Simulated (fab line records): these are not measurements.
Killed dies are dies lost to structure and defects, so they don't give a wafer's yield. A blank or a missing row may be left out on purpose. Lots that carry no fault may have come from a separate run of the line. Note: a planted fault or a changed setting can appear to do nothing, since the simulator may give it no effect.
A struck lot beside a sound one :: flow nand-harc :: 14 out of 1159 route steps
Sound: wafers L272.1, L272.2, L272.3. Struck: wafer L280.2 (L280.3, L280.6, from the same lot, were not struck and are left out); the cause is given at the end.
At each step with rows: each side's tool, then ch and its chambers, then its first start. Under that, the readings that differ: sound wafers :: struck wafers :: difference of the means :: sigmas: that difference in standard deviations of wafers without a fault.
alike: a reading whose means differ by less than 2 such deviations, as well as words and numbers matching on both sides. not compared: withheld readings; readings where some wafer has no value; bounds like >300 that might hide an equal value; numbers whose values overlap and for which the record gives no deviation.
The two part at a step that has a row with sigmas, a row that says differs or no value, or rows on one side only. When numbers do not overlap yet have no deviation, they are printed without sigmas and do not part them. A reading that every wafer of one side lacks parts them only if that side has two wafers or more.

NHARC_A_SOURCE_PLATE_THK_MEAS_09: measures by ellipsometry.
  sound: film-metro-02 at day 7 07:12; struck: film-metro-01 at day 9 01:01
  alike: thk-nm
then, 3 steps without rows for these wafers: NHARC_A_SOURCE_PLATE_PVD_04 (deposits WSi2, target thk 50 nm); NHARC_A_SOURCE_PLATE_CVD_03 (deposits poly-Si, target thk 200 nm, time 4000 s); NHARC_A_SOURCE_PLATE_ANNEAL_05 (time 1800 s).
NHARC_A_SOURCE_PLATE_THK_MEAS_06: measures by ellipsometry.
  sound: film-metro-01 at day 7 20:20; struck: film-metro-01 at day 9 13:59
  alike: thk-nm
NHARC_A_SOURCE_PLATE_INSPECT_08:
  sound: defect-inspect-01 at day 7 20:23; struck: defect-inspect-02 at day 9 14:03
  alike: raw-defect-count
next comes 1 step that has no rows for these wafers: NHARC_A_ONON_D1_DEP_00 (target thickness 1000 nm).
NHARC_A_ONON_D1_THK_MEAS_02: measures by ellipsometry.
  sound: film-metro-01 at day 7 20:58; struck: film-metro-01 at day 9 14:37
  alike: thk-nm
next comes 1 step that has no rows for these wafers: NHARC_A_ONON_D1_DEP_03 (target thickness 1000 nm).
NHARC_A_ONON_D1_THK_MEAS_05: measures by ellipsometry.
  sound: film-metro-01 at day 7 21:34; struck: film-metro-01 at day 9 15:11
  alike: thk-nm
NHARC_A_ONON_D1_DEP_06: target thk 1000 nm.
  sound on pecvd-onon-02 ch 0, day 7 21:37; struck on pecvd-onon-02 ch 0, day 9 15:18
NHARC_A_ONON_D1_THK_MEAS_08: measures by ellipsometry.
  sound: film-metro-02 at day 7 22:08; struck: film-metro-01 at day 9 15:45
reading: thk-nm (nm)
sound: 991 992 991
struck: 1542
difference: +551
sigmas: +64
next comes 1 step that has no rows for these wafers: NHARC_A_ONON_D1_DEP_09 (target thickness 1000 nm).
-- break in the record here, with 12 days between the starts of the struck wafers on either side (left off in module A_ONON_D1, picked up again in module END, where the first step shown is number 1159 on the route) --
NHARC_END_SORT_01:
  here the record holds rows for the struck wafers (prober-01 ch 0, day 21 22:55) but none for the sound ones

## WHERE THEY PART
First at NHARC_A_ONON_D1_THK_MEAS_08; last, within this record, at NHARC_END_SORT_01.

WHY: the cause the simulator had injected
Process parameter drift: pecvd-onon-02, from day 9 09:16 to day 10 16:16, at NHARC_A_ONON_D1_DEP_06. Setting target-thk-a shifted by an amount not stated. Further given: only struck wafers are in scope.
